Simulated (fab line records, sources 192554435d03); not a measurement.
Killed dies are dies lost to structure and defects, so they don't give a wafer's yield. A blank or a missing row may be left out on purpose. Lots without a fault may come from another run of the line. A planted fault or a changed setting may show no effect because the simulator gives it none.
Chamber matching | flow n5_finfet | N5_MOL_CONTACT_COAG_ETCH_89 on rie_diel-03: 4 sister chambers
The step etches underlayer in N2/H2, target depth 13 nm, time 10.4 s. 8 wafers are shown with their chamber, then 10 later ones without.

WAFERS WITH THEIR CHAMBER
wafer  | chamber | showerhead_plenum_p_Torr (Torr) | throttle_valve_pct (%)
L078.6 | 3       | 2.62                            | 17.88
L083.1 | 3       | 2.61                            | 17.91
L086.4 | 1       | 2.56                            | 17.69
L087.2 | 1       | 2.56                            | 17.68
L087.4 | 0       | 2.66                            | 17.49
L087.6 | 2       | 2.52                            | 17.60
L088.1 | 2       | 2.52                            | 17.60
L088.2 | 0       | 2.66                            | 17.48

WAFERS WITHOUT THEIR CHAMBER
wafer  | showerhead_plenum_p_Torr (Torr) | throttle_valve_pct (%)
L088.5 | 2.52                            | 17.60
L089.1 | 2.52                            | 17.63
L089.5 | 2.55                            | 17.68
L089.6 | 2.52                            | 17.60
L094.2 | 2.65                            | 17.51
L094.5 | 2.55                            | 17.70
L094.6 | 2.51                            | 17.63
L096.1 | 2.51                            | 17.64
L096.2 | 2.65                            | 17.52
L096.3 | 2.55                            | 17.71

WHICH CHAMBER EACH WENT THROUGH
wafer  | from the rows above | in truth
L088.5 | 2                   | 2
L089.1 | 2                   | 2
L089.5 | 1                   | 1
L089.6 | 2                   | 2
L094.2 | 0                   | 0
L094.5 | 1                   | 1
L094.6 | 2                   | 2
L096.1 | 2                   | 2
L096.2 | 0                   | 0
L096.3 | 1                   | 1
Placed correctly: 10 of 10. Can't be placed from these rows: 0. Placed wrongly: 0.
How it was worked out, from the rows above alone: a wafer's distance from a chamber is the root of the sum, over the readings, of the square of ((its reading less the chamber's mean) divided by the reading's scatter). The wafer belongs to the nearest chamber; if the next one is less than 2 further off, it can't be placed. A chamber's mean is the mean of its shown wafers. The scatter: the root of (the sum of the squares of (reading less its chamber's mean) over the shown wafers, divided by (wafers less chambers)).
